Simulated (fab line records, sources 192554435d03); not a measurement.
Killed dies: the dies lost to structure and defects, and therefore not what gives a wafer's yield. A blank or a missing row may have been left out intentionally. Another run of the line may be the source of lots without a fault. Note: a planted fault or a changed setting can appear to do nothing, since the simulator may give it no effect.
fab line records | flow n5-finfet
[record] lots = 7 | wafers = 39
route steps=1938 shown MIM_TOP_LITHO@1845 TV_OPEN@1890
start-h: start of the lot's first displayed wafer, in hours after the record's first day | wait-h: how many hours have passed since the lot's step before this one | " identical to the entry in the row above | L1.1+2: one row covering several wafers at once | - either no value or no given start | * or withheld: withheld | < > ~ a bound
route shown NAME@n: a module of which the file shows steps, and the number in the route of the first | usual: mean/standard deviation taken from wafers without a fault | same: alike in all rows | chamber/n: place in a boat | sites: each site's reading | _std_site: the values' standard deviation | _edge_site: outer sites' mean less inner sites' | radius-mm: how far each site lies from the wafer's centre | mask NAME#n: copy n | behind: the tool/chamber that last shaped the wafer | hold: reason for holding the lot/hours on hold/outcome of the hold | device: the n, p or np transistor that did not switch | end of line: at the end of the route, the tests of the same wafers | where a step has no rows: the recipe by itself | killed: dies that structure and defects cost at the first sort, which is not the same as the wafer's yield | map: the dies of a wafer, with x for killed, . for not killed, _ for no die there
set.NAME: the run value of the setting; set.NAME@STEP: its run value at that earlier step | model.NAME: the simulator's own value behind a step, which no gauge read
lots whose settings were changed on purpose; a table a step, a row a wafer
[[steps]]
[step N5_MIM_TOP_LITHO_DEVELOP_07]
[recipe] develop-time-s = 60 | rinse-liquid = diw | dry = air-spin | dev-temp-c = 21
lot.wafer        | tool           | chamber | start-h | wait-h | set.develop-time-s
L078.1+4+5       | litho-track-01 | 0       | -       | -      | 60
L078.2+3+6       | "              | 0       | "       | "      | 90.26
L080.1+2+3+4+5+6 | litho-track-01 | 0       | -       | -      | 60
L082.1+2+5       | litho-track-03 | 0       | -       | -      | 60
L082.3+4+6       | "              | 0       | "       | "      | 83.16
L086.1+4+6       | litho-track-02 | 0       | -       | -      | 60
L086.2+3+5       | "              | 0       | "       | "      | 25.58
L089.2+3+6       | litho-track-03 | 0       | -       | -      | 60
L085.1+3+5       | litho-track-03 | 0       | -       | -      | 60
L085.2+4+6       | "              | 0       | "       | "      | 73.38
L092.1+2+3+4+5+6 | litho-track-01 | 0       | -       | -      | 60
[step N5_MIM_TOP_LITHO_HARDBAKE_09]
[recipe] temp-c = 130 | time-s = 120
[step N5_MIM_TOP_LITHO_CD_MEAS_08]
[recipe] target-cd-nm = 2000 | landing-energy-ev = 500 | detector = se-inlens
[usual] cd-nm = 2000.2/1.4
lot.wafer | tool      | chamber | start-h | wait-h | set.develop-time-s@MIM_TOP_LITHO_DEVELOP_07 | cd-nm
L078.1    | cd-sem-02 | 0       | 284.11  | -      | 60                                          | 2002.1
L078.2    | "         | 0       | "       | "      | 90.26                                       | 1993.4
L078.3    | "         | 0       | "       | "      | 90.26                                       | 1993.5
L078.4    | "         | 0       | "       | "      | 60                                          | 2001.6
L078.5    | "         | 0       | "       | "      | 60                                          | 2000.3
L078.6    | "         | 0       | "       | "      | 90.26                                       | 1992.5
L080.1    | cd-sem-01 | 0       | 300.26  | -      | 60                                          | 2001.6
L080.2    | "         | 0       | "       | "      | 60                                          | 1998.8
L080.3    | "         | 0       | "       | "      | 60                                          | 1999.3
L080.4    | "         | 0       | "       | "      | 60                                          | 2001.3
L080.5    | "         | 0       | "       | "      | 60                                          | 2000.6
L080.6    | "         | 0       | "       | "      | 60                                          | 2000.6
L082.1    | cd-sem-03 | 0       | 309.40  | -      | 60                                          | 1998.6
L082.2    | "         | 0       | "       | "      | 60                                          | 2000.2
L082.3    | "         | 0       | "       | "      | 83.16                                       | 1993.9
L082.4    | "         | 0       | "       | "      | 83.16                                       | 1995.3
L082.5    | "         | 0       | "       | "      | 60                                          | 2000.3
L082.6    | "         | 0       | "       | "      | 83.16                                       | 1993.9
L086.1    | cd-sem-03 | 0       | 330.89  | -      | 60                                          | 1996.1
L086.2    | "         | 0       | "       | "      | 25.58                                       | 2014.4
L086.3    | "         | 0       | "       | "      | 25.58                                       | 2013.9
L086.4    | "         | 0       | "       | "      | 60                                          | 1997.9
L086.5    | "         | 0       | "       | "      | 25.58                                       | 2014.9
L086.6    | "         | 0       | "       | "      | 60                                          | 1997.5
L089.2    | cd-sem-02 | 0       | 338.76  | -      | 60                                          | 2001.3
L089.3    | "         | 0       | "       | "      | 60                                          | 2002.4
L089.6    | "         | 0       | "       | "      | 60                                          | 2003.4
L085.1    | cd-sem-02 | 0       | 339.12  | -      | 60                                          | 2001.4
L085.2    | "         | 0       | "       | "      | 73.38                                       | 2000.2
L085.3    | "         | 0       | "       | "      | 60                                          | 2000.1
L085.4    | "         | 0       | "       | "      | 73.38                                       | 1996.4
L085.5    | "         | 0       | "       | "      | 60                                          | 2000.5
L085.6    | "         | 0       | "       | "      | 73.38                                       | 1995.4
L092.1    | cd-sem-03 | 0       | 370.14  | -      | 60                                          | 2000.7
L092.2    | "         | 0       | "       | "      | 60                                          | 1999.9
L092.3    | "         | 0       | "       | "      | 60                                          | 1998.8
L092.4    | "         | 0       | "       | "      | 60                                          | 1999.3
L092.5    | "         | 0       | "       | "      | 60                                          | 1999.4
L092.6    | "         | 0       | "       | "      | 60                                          | 2000.0
[step N5_MIM_TOP_LITHO_DESCUM_10]
[recipe] chemistry = O2 | time-s = 7.9 | source-power-w = 50 | bias-power-w = 20 | pressure-mtorr = 20 | rf-frequency-hz = 2.712e+07 | temp-c = 40 | o2-flow-sccm = 225
lot.wafer  | tool        | chamber | start-h | wait-h | set.develop-time-s@MIM_TOP_LITHO_DEVELOP_07 | model.MIM_TOP_LITHO.cd-nm
L078.1+4   | rie-diel-05 | 1,2     | 284.41  | 0.2    | 60                                          | 2002
L078.2+3   | "           | 3,0     | "       | "      | 90.26                                       | 1993
L078.5     | "           | 0       | "       | "      | 60                                          | 2000
L078.6     | "           | 1       | "       | "      | 90.26                                       | 1992
L080.1+4+6 | rie-diel-04 | 2,1,0   | 300.41  | 0.1    | 60                                          | 2001
L080.2+3   | "           | 3,0     | "       | "      | 60                                          | 1999
L080.5     | "           | 1       | "       | "      | 60                                          | 2000
L082.1     | rie-diel-05 | 0       | 309.49  | 0.0    | 60                                          | 1999
L082.2+5   | "           | 2,1     | "       | "      | 60                                          | 2000
L082.3+6   | "           | 1,2     | "       | "      | 83.16                                       | 1994
L082.4     | "           | 0       | "       | "      | 83.16                                       | 1995
L086.1     | rie-diel-03 | 0       | 331.15  | 0.2    | 60                                          | 1996
L086.2+3   | "           | 1,3     | "       | "      | 25.58                                       | 2014
L086.4     | "           | 0       | "       | "      | 60                                          | 1998
L086.5     | "           | 1       | "       | "      | 25.58                                       | 2015
L086.6     | "           | 3       | "       | "      | 60                                          | -
L089.2+3   | rie-diel-04 | 2,3     | 338.84  | 0.0    | 60                                          | 2002
L089.6     | "           | 1       | "       | "      | 60                                          | 2003
L085.1     | rie-diel-03 | 0       | 339.21  | 0.0    | 60                                          | 2001
L085.2     | "           | 3       | "       | "      | 73.38                                       | 2000
L085.3+5   | "           | 1,2     | "       | "      | 60                                          | 2000
L085.4+6   | "           | 2,1     | "       | "      | 73.38                                       | 1996
L092.1+2+5 | rie-diel-03 | 1,3,3   | 370.23  | 0.0    | 60                                          | 2000
L092.3+4   | "           | 0       | "       | "      | 60                                          | 1999
L092.6     | "           | 1       | "       | "      | 60                                          | -
[step N5_PASSIVATION_ETCH_15]
[recipe] chemistry = CF4/N2 | target = SiCN | target-depth-a = 750 | taper-deg = 2 | time-s = 81.2 | ion-energy-ev = 150 | mask-material = SiNx | pressure-mtorr = 40 | source-w = 430 | bias-w = 70 | Ar_flow_sccm = 100 | cf4-flow-sccm = 60 | n2-flow-sccm = 60
lot.wafer | tool        | chamber | start-h | wait-h | set.target-depth-a | model.etch.depth-nm
L078.1    | rie-diel-02 | 2       | -       | -      | 569.5              | 47.73
L078.2    | "           | 0       | "       | "      | 569.5              | 48.53
L078.3    | "           | 3       | "       | "      | 750                | 64.33
L078.4    | "           | 1       | "       | "      | 750                | 63.87
L078.5    | "           | 0       | "       | "      | 569.5              | 48.87
L078.6    | "           | 3       | "       | "      | 750                | 64.43
L080.1    | rie-diel-01 | 0       | -       | -      | 750                | 65.24
L080.2    | "           | 2       | "       | "      | 989.3              | 84.03
L080.3    | "           | 1       | "       | "      | 989.3              | 84.34
L080.4    | "           | 3       | "       | "      | 750                | 66.6
L080.5    | "           | 3       | "       | "      | 989.3              | 87.31
L080.6    | "           | 2       | "       | "      | 750                | 63.89
L082.1    | rie-diel-01 | 1       | -       | -      | 750                | 63.97
L082.2    | "           | 0       | "       | "      | 750                | 66
L082.3    | "           | 2       | "       | "      | 750                | 63.77
L082.4    | "           | 3       | "       | "      | 750                | 66.31
L082.5    | "           | 3       | "       | "      | 750                | 66.16
L082.6    | "           | 0       | "       | "      | 750                | 64.93
L086.1    | rie-diel-06 | 2       | -       | -      | 433.7              | 37.03
L086.2    | "           | 0       | "       | "      | 433.7              | 36.15
L086.3    | "           | 1       | "       | "      | 750                | 64.09
L086.4    | "           | 3       | "       | "      | 750                | 64.41
L086.5    | "           | 0       | "       | "      | 433.7              | 36.13
L086.6    | "           | 3       | "       | "      | 750                | 64.56
L089.2    | rie-diel-02 | 3       | -       | -      | 750                | 65.16
L089.3    | "           | 1       | "       | "      | 750                | 64.48
L089.6    | "           | 0       | "       | "      | 750                | 65.46
L085.1    | rie-diel-01 | 2       | -       | -      | 1161               | 98.97
L085.2    | "           | 3       | "       | "      | 750                | 66.29
L085.3    | "           | 1       | "       | "      | 1161               | 98.94
L085.4    | "           | 0       | "       | "      | 1161               | 101.5
L085.5    | "           | 2       | "       | "      | 750                | 63.54
L085.6    | "           | 3       | "       | "      | 750                | 66.37
L092.1    | rie-diel-01 | 3       | -       | -      | 750                | 66.69
L092.2    | "           | 2       | "       | "      | 404.8              | 34.45
L092.3    | "           | 0       | "       | "      | 404.8              | 35.6
L092.4    | "           | 3       | "       | "      | 750                | 66.39
L092.5    | "           | 0       | "       | "      | 750                | 65.99
L092.6    | "           | 2       | "       | "      | 404.8              | 34.59
[[key]]
[split] step = N5_MIM_TOP_LITHO_DEVELOP_07 | setting = develop-time-s | stated = 60 | by = wafer
[response] step = N5_MIM_TOP_LITHO_CD_MEAS_08 | reading = cd-nm | change = -0.215 | per = 1% | r = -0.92
[response] step = N5_MIM_TOP_LITHO_DESCUM_10 | reading = model.MIM_TOP_LITHO.cd-nm | change = -0.211 | per = 1% | r = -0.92
[split] step = N5_PASSIVATION_ETCH_15 | setting = target-depth-a | stated = 750 | by = wafer
[response] step = N5_PASSIVATION_ETCH_15 | reading = model.etch.depth-nm | change = +0.651 | per = 1% | r = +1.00
